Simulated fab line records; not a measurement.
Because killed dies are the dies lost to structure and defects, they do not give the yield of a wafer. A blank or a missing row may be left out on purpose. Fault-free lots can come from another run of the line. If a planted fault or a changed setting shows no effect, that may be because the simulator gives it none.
fab line records | flow n5_finfet | part 2 of 2: steps 16 to 26 of 26
record lots=5 | wafers=15 | last_day=17
route steps=1938 shown BEOL_M7@1294
lots with no fault: from the same line, run without faults
start_h: hours from the record's opening day to when the first of the lot's shown wafers began | wait_h: hours since the lot's step before | " identical to the entry in the row above | L1.1+2: several wafers, shown together as one row | - no value present, or no start provided | * or withheld: withheld | < > ~ a bound
route shown NAME@n: NAME is a module with steps in the file, n the number in the route of the first one | usual: mean and standard deviation over wafers with no fault | same: alike in all rows | chamber/n: place in a boat | sites: per-site readings | _std_site: their standard deviation | _edge_site: mean of outer sites minus mean of inner sites | radius_mm: how far each site lies from the wafer's centre | mask NAME#n: copy n | behind: the last tool/chamber to shape the wafer | hold: what put the lot on hold/how long, in hours/how the hold closed | device: names the non-switching transistor (n, p or np) | end of line: the same wafers' tests at the end of the route | step lacking rows: just its recipe | killed: count of dies lost to structure and defects at first sort (not the wafer's yield) | map: the dies of a wafer, with x for killed, . for not killed, _ for no die there
set.NAME: the setting that was run; set.NAME@STEP: the one run at that earlier step | model.NAME: the simulator's own value behind a step, which no gauge read
lots at some steps of the route; a table a step, a row a wafer
services: a tool's chamber out of use, with start hour (start_h, from the record's first day; less than 0 if before it), hours out, and reason
## steps
# step N5_BEOL_M7_ETCH_41
# recipe chemistry=CH3F/O2 | target=SiCN | target_depth_a=319 | taper_deg=2 | time_s=57.8 | ion_energy_ev=120 | mask_material=TiN | pressure_mtorr=30 | source_w=395 | bias_w=75 | Ar_flow_sccm=150 | CH3F_flow_sccm=30 | O2_flow_sccm=20
# usual drypump_motor_current_A=5.9/0.5 | oes_product_au=0.83/0.089 | rf_fwd_power_W=390.8/1.8 | rf_vpp_V=297.5/1.6 | showerhead_plenum_p_Torr=2.02/0.068 | throttle_valve_pct=16.23/0.21
lot.wafer | tool        | chamber | start_h | wait_h | drypump_motor_current_A | oes_product_au | rf_fwd_power_W | rf_hours_counter_h | rf_vpp_V | showerhead_plenum_p_Torr | throttle_valve_pct
L077.1    | rie_diel-02 | 3       | -       | -      | 6.5                     | 0.76           | 392.8          | 162                | 296.9    | 2.00                     | 16.46
L077.3    | "           | 1       | "       | "      | 6.2                     | 0.93           | 390.8          | 5                  | 296.1    | 1.98                     | 16.21
L077.4    | "           | 1       | "       | "      | 6.2                     | 0.93           | 392.4          | -                  | 295.8    | 1.98                     | 16.20
L083.2    | rie_diel-05 | 0       | -       | -      | 5.4                     | 0.69           | 386.7          | 229                | 297.5    | 2.05                     | 16.30
L083.3    | "           | 1       | "       | "      | 5.6                     | 0.75           | 391.1          | 157                | 295.8    | 1.92                     | 16.26
L083.4    | "           | 3       | "       | "      | 6.4                     | 0.77           | 390.0          | 119                | 295.1    | 1.92                     | 16.20
L096.1    | rie_diel-04 | 2       | -       | -      | 5.7                     | 0.97           | 389.3          | 9                  | 298.6    | 2.06                     | 15.95
L096.5    | "           | 3       | "       | "      | 5.5                     | 0.84           | 393.0          | -                  | 298.2    | 2.12                     | 15.98
L096.6    | "           | 2       | "       | "      | 5.7                     | 0.97           | 388.5          | -                  | 298.3    | 2.06                     | 15.96
L095.2    | rie_diel-05 | 1       | -       | -      | 5.6                     | 0.73           | 390.8          | 180                | 294.9    | 1.91                     | 16.27
L095.5    | "           | 2       | "       | "      | 6.5                     | 0.84           | 394.7          | -                  | 295.4    | 1.95                     | 16.30
L095.6    | "           | 1       | "       | "      | 5.6                     | 0.73           | 391.8          | -                  | 296.9    | 1.91                     | 16.30
L094.2    | rie_diel-04 | 3       | -       | -      | 5.5                     | 0.85           | 391.3          | 60                 | 299.6    | 2.12                     | 15.96
L094.3    | "           | 0       | "       | "      | 5.4                     | 0.88           | 390.6          | 34                 | 297.0    | 2.03                     | 16.41
L094.5    | "           | 0       | "       | "      | 5.4                     | 0.87           | 390.5          | -                  | 297.8    | 2.03                     | 16.40
# step N5_BEOL_M7_STRIP_80
# recipe chemistry=N2/H2 | time_s=10 | power_w=450 | temp_c=40 | pressure_mtorr=20 | rf_frequency_hz=6e+07 | bias_power_w=7 | n2_flow_sccm=200 | h2_flow_sccm=200
# usual bias_power_w=6.999/0.023 | drypump_motor_current_A=5.9/0.5 | n2_flow_sccm=200.0/0.63 | oes_product_au=0.83/0.091 | rf_vpp_V=59.4/0.81 | showerhead_plenum_p_Torr=2.55/0.082 | throttle_valve_pct=23.6/0.33
lot.wafer | tool        | chamber | start_h | wait_h | bias_power_w | drypump_motor_current_A | n2_flow_sccm | oes_product_au | rf_hours_counter_h | rf_vpp_V | showerhead_plenum_p_Torr | throttle_valve_pct
L077.1    | rie_diel-02 | 3       | -       | -      | 7.024        | 6.5                     | 200.2        | 0.76           | 162                | 58.6     | 2.54                     | 23.6
L077.3    | "           | 1       | "       | "      | 6.986        | 6.2                     | 200.7        | 0.94           | 5                  | 59.1     | 2.49                     | 23.9
L077.4    | "           | 1       | "       | "      | 6.975        | 6.2                     | 201.4        | 0.95           | -                  | 59.8     | 2.49                     | 23.9
L083.2    | rie_diel-05 | 0       | -       | -      | 7.004        | 5.5                     | 199.9        | 0.69           | 229                | 60.3     | 2.61                     | 23.9
L083.3    | "           | 1       | "       | "      | 6.966        | 5.6                     | 199.1        | 0.76           | 158                | 58.9     | 2.43                     | 23.5
L083.4    | "           | 3       | "       | "      | 6.981        | 6.4                     | 199.8        | 0.77           | 119                | 59.4     | 2.44                     | 23.7
L096.1    | rie_diel-04 | 2       | -       | -      | 7.000        | 5.7                     | 199.7        | 0.97           | 9                  | 60.1     | 2.59                     | 23.1
L096.5    | "           | 3       | "       | "      | 6.993        | 5.5                     | 199.5        | 0.85           | -                  | 59.6     | 2.67                     | 23.0
L096.6    | "           | 2       | "       | "      | 6.996        | 5.7                     | 199.6        | 0.96           | -                  | 60.0     | 2.59                     | 23.1
L095.2    | rie_diel-05 | 1       | -       | -      | 6.972        | 5.6                     | 200.1        | 0.73           | 180                | 59.9     | 2.42                     | 23.6
L095.5    | "           | 2       | "       | "      | 6.986        | 6.5                     | 199.4        | 0.84           | -                  | 58.8     | 2.47                     | 23.5
L095.6    | "           | 1       | "       | "      | 6.965        | 5.6                     | 200.4        | 0.74           | -                  | 58.9     | 2.42                     | 23.5
L094.2    | rie_diel-04 | 3       | -       | -      | 7.015        | 5.5                     | 200.2        | 0.85           | 60                 | 60.7     | 2.67                     | 23.0
L094.3    | "           | 0       | "       | "      | 6.984        | 5.4                     | 200.0        | 0.87           | 34                 | 59.5     | 2.58                     | 24.1
L094.5    | "           | 0       | "       | "      | 7.021        | 5.4                     | 200.2        | 0.88           | -                  | 60.0     | 2.58                     | 24.1
# step N5_BEOL_M7_OCD_MEAS_38
# usual trench_depth_nm=92.7/1.6
lot.wafer | tool   | chamber | start_h | wait_h | trench_depth_nm
L077.1    | ocd-01 | -       | 201.59  | -      | 91.9
L077.3    | "      | -       | "       | "      | 92.9
L077.4    | "      | -       | "       | "      | 92.4
L083.2    | ocd-01 | -       | 246.19  | -      | 94.0
L083.3    | "      | -       | "       | "      | 93.0
L083.4    | "      | -       | "       | "      | 91.1
L096.1    | ocd-01 | -       | 324.79  | -      | 96.2
L096.5    | "      | -       | "       | "      | 93.4
L096.6    | "      | -       | "       | "      | 96.3
L095.2    | ocd-01 | -       | 326.72  | -      | 90.8
L095.5    | "      | -       | "       | "      | 91.9
L095.6    | "      | -       | "       | "      | 90.0
L094.2    | ocd-01 | -       | 326.95  | -      | 93.7
L094.3    | "      | -       | "       | "      | 93.6
L094.5    | "      | -       | "       | "      | 93.5
# step N5_BEOL_M7_HM_STRIP_39
# recipe chemistry=peroxide_tin_strip | material=TiN | target_depth_a=250 | temp_c=50 | time_s=158
lot.wafer  | tool         | chamber | start_h | wait_h
L077.1+3+4 | wet_bench-05 | 4,0,7   | 201.62  | 0.0
L083.2+3+4 | wet_bench-05 | 4,1,0   | 246.22  | 0.0
L096.1+5+6 | wet_bench-04 | 4,3,2   | 324.83  | 0.0
L095.2+5+6 | wet_bench-06 | 2,1,3   | 326.76  | 0.0
L094.2+3+5 | wet_bench-04 | 4,3,7   | 326.98  | 0.0
# step N5_BEOL_M7_SRD_40
# recipe time_s=30 | temp_c=23 | rinse_liquid=diw | dry=ipa_marangoni
lot.wafer  | tool         | chamber | start_h | wait_h
L077.1+3+4 | wet_bench-05 | 4,0,7   | 201.67  | 0.0
L083.2+3+4 | wet_bench-05 | 4,1,0   | 246.26  | 0.0
L096.1+5+6 | wet_bench-04 | 4,3,2   | 324.88  | 0.0
L095.2+5+6 | wet_bench-06 | 2,1,3   | 326.80  | 0.0
L094.2+3+5 | wet_bench-04 | 4,3,7   | 327.03  | 0.0
# step N5_BEOL_M7_PRECLEAN_42
# recipe chemistry=residue_remover | time_s=60 | temp_c=40
lot.wafer  | tool         | chamber | start_h | wait_h
L077.1+3+4 | wet_bench-05 | 4,0,7   | 201.69  | 0.0
L083.2+3+4 | wet_bench-05 | 4,1,0   | 246.28  | 0.0
L096.1+5+6 | wet_bench-04 | 4,3,2   | 324.90  | 0.0
L095.2+5+6 | wet_bench-06 | 2,1,3   | 326.82  | 0.0
L094.2+3+5 | wet_bench-04 | 4,3,7   | 327.05  | 0.0
# step N5_BEOL_M7_SRD_43
# recipe time_s=30 | temp_c=23 | rinse_liquid=diw | dry=ipa_marangoni
lot.wafer  | tool         | chamber | start_h | wait_h
L077.1+3+4 | wet_bench-05 | 4,0,7   | 201.70  | 0.0
L083.2+3+4 | wet_bench-05 | 4,1,0   | 246.30  | 0.0
L096.1+5+6 | wet_bench-04 | 4,3,2   | 324.91  | 0.0
L095.2+5+6 | wet_bench-06 | 2,1,3   | 326.84  | 0.0
L094.2+3+5 | wet_bench-04 | 4,3,7   | 327.06  | 0.0
# step N5_BEOL_M7_CD_MEAS_35
# recipe target_cd_nm=40 | polarity=opening
# usual cd_nm=40.4/0.62
lot.wafer | tool      | chamber | start_h | wait_h | cd_nm
L077.1    | cd_sem-03 | -       | 201.74  | 0.0    | 40.0
L077.3    | "         | -       | "       | "      | 41.0
L077.4    | "         | -       | "       | "      | 40.3
L083.2    | cd_sem-02 | -       | 246.34  | 0.0    | 40.7
L083.3    | "         | -       | "       | "      | 40.0
L083.4    | "         | -       | "       | "      | 40.0
L096.1    | cd_sem-02 | -       | 324.95  | 0.0    | 40.7
L096.5    | "         | -       | "       | "      | 39.6
L096.6    | "         | -       | "       | "      | 39.6
L095.2    | cd_sem-01 | -       | 326.88  | 0.0    | 39.9
L095.5    | "         | -       | "       | "      | 39.7
L095.6    | "         | -       | "       | "      | 39.8
L094.2    | cd_sem-03 | -       | 327.11  | 0.0    | 40.6
L094.3    | "         | -       | "       | "      | 40.3
L094.5    | "         | -       | "       | "      | 40.6
# step N5_BEOL_M7_CURE_75
# recipe temp_c=370 | time_s=120 | ambient=DMADMS/He | material=SiCOH_lowk
# usual lamp_power_pct=52.31/0.052 | wafer_temp_C_max=371.5/0.44
lot.wafer | tool       | chamber | start_h | wait_h | lamp_power_pct | wafer_temp_C_max
L077.1    | uv_cure-01 | 0       | 201.78  | 0.0    | 52.36          | 372.0
L077.3    | "          | 0       | "       | "      | 52.32          | 371.9
L077.4    | "          | 0       | "       | "      | 52.30          | 371.6
L083.2    | uv_cure-01 | 2       | 246.76  | 0.4    | 52.30          | 372.0
L083.3    | "          | 2       | "       | "      | 52.29          | 371.7
L083.4    | "          | 2       | "       | "      | 52.36          | 372.3
L096.1    | uv_cure-02 | 0       | 325.00  | 0.0    | 52.16          | 371.2
L096.5    | "          | 0       | "       | "      | 52.28          | 371.2
L096.6    | "          | 0       | "       | "      | 52.36          | 371.2
L095.2    | uv_cure-02 | 2       | 326.97  | 0.1    | 52.24          | 371.3
L095.5    | "          | 2       | "       | "      | 52.34          | 371.2
L095.6    | "          | 2       | "       | "      | 52.24          | 371.1
L094.2    | uv_cure-01 | 2       | 327.25  | 0.1    | 52.28          | 370.9
L094.3    | "          | 2       | "       | "      | 52.22          | 371.2
L094.5    | "          | 2       | "       | "      | 52.37          | 371.3
# step N5_BEOL_M7_DEGAS_44
# recipe ambient=vacuum | temp_c=250 | time_s=60
# usual heater_power_w=331/24
lot.wafer | tool           | chamber | start_h | wait_h | heater_power_w
L077.1    | pvd_sputter-01 | -       | 202.36  | 0.5    | 292
L077.3    | "              | -       | "       | "      | 394
L077.4    | "              | -       | "       | "      | 313
L083.2    | pvd_sputter-01 | -       | 247.93  | 1.1    | 358
L083.3    | "              | -       | "       | "      | 291
L083.4    | "              | -       | "       | "      | 381
L096.1    | pvd_sputter-03 | -       | 325.35  | 0.3    | 358
L096.5    | "              | -       | "       | "      | 347
L096.6    | "              | -       | "       | "      | 321
L095.2    | pvd_sputter-03 | -       | 327.29  | 0.3    | 356
L095.5    | "              | -       | "       | "      | 314
L095.6    | "              | -       | "       | "      | 326
L094.2    | pvd_sputter-03 | -       | 327.77  | 0.4    | 321
L094.3    | "              | -       | "       | "      | 350
L094.5    | "              | -       | "       | "      | 317
# step N5_BEOL_M7_PRE_CLEAN_45
# recipe gas=H2/He | time_s=30 | temp_c=250
# usual heater_power_w=331/25
lot.wafer | tool           | chamber | start_h | wait_h | heater_power_w
L077.1    | pvd_sputter-01 | -       | 202.40  | 0.0    | 299
L077.3    | "              | -       | "       | "      | 396
L077.4    | "              | -       | "       | "      | 309
L083.2    | pvd_sputter-01 | -       | 247.97  | 0.0    | 351
L083.3    | "              | -       | "       | "      | 296
L083.4    | "              | -       | "       | "      | 387
L096.1    | pvd_sputter-03 | -       | 325.39  | 0.0    | 351
L096.5    | "              | -       | "       | "      | 347
L096.6    | "              | -       | "       | "      | 314
L095.2    | pvd_sputter-03 | -       | 327.33  | 0.0    | 344
L095.5    | "              | -       | "       | "      | 311
L095.6    | "              | -       | "       | "      | 318
L094.2    | pvd_sputter-03 | -       | 327.81  | 0.0    | 325
L094.3    | "              | -       | "       | "      | 352
L094.5    | "              | -       | "       | "      | 316
## services
tool           | chamber | start_h | hours | kind
uv_cure-01     | -       | 184.20  | 5.0   | repair
rie_diel-04    | 0       | 184.42  | -     | clean
rie_diel-04    | 0       | 184.42  | -     | consumable_replace:esc
rie_diel-04    | 0       | 184.42  | -     | consumable_replace:focus_ring
rie_diel-04    | 0       | 184.42  | 36.4  | scheduled_down
rie_diel-04    | 0       | 184.42  | 36.4  | vent_cycle
rie_diel-04    | 1       | 220.95  | -     | clean
rie_diel-04    | 1       | 220.95  | -     | consumable_replace:focus_ring
rie_diel-04    | 1       | 220.95  | 21.6  | scheduled_down
rie_diel-04    | 1       | 220.95  | 21.6  | vent_cycle
uv_cure-02     | -       | 245.75  | 14.6  | pm
wet_bench-05   | -       | 255.96  | 7.4   | repair
uv_cure-02     | -       | 260.35  | 7.5   | pm
rie_diel-04    | 2       | 265.06  | -     | clean
rie_diel-04    | 2       | 265.06  | -     | consumable_replace:focus_ring
rie_diel-04    | 2       | 265.06  | 27.9  | scheduled_down
rie_diel-04    | 2       | 265.06  | 27.9  | vent_cycle
wet_bench-04   | -       | 285.82  | 1.6   | repair
pvd_sputter-01 | -       | 310.44  | 9.1   | repair
rie_diel-02    | 0       | 324.30  | 6.3   | repair
rie_diel-05    | 0       | 324.47  | -     | clean
rie_diel-05    | 0       | 324.47  | -     | consumable_replace:focus_ring
rie_diel-05    | 0       | 324.47  | 21.5  | scheduled_down
rie_diel-05    | 0       | 324.47  | 21.5  | vent_cycle
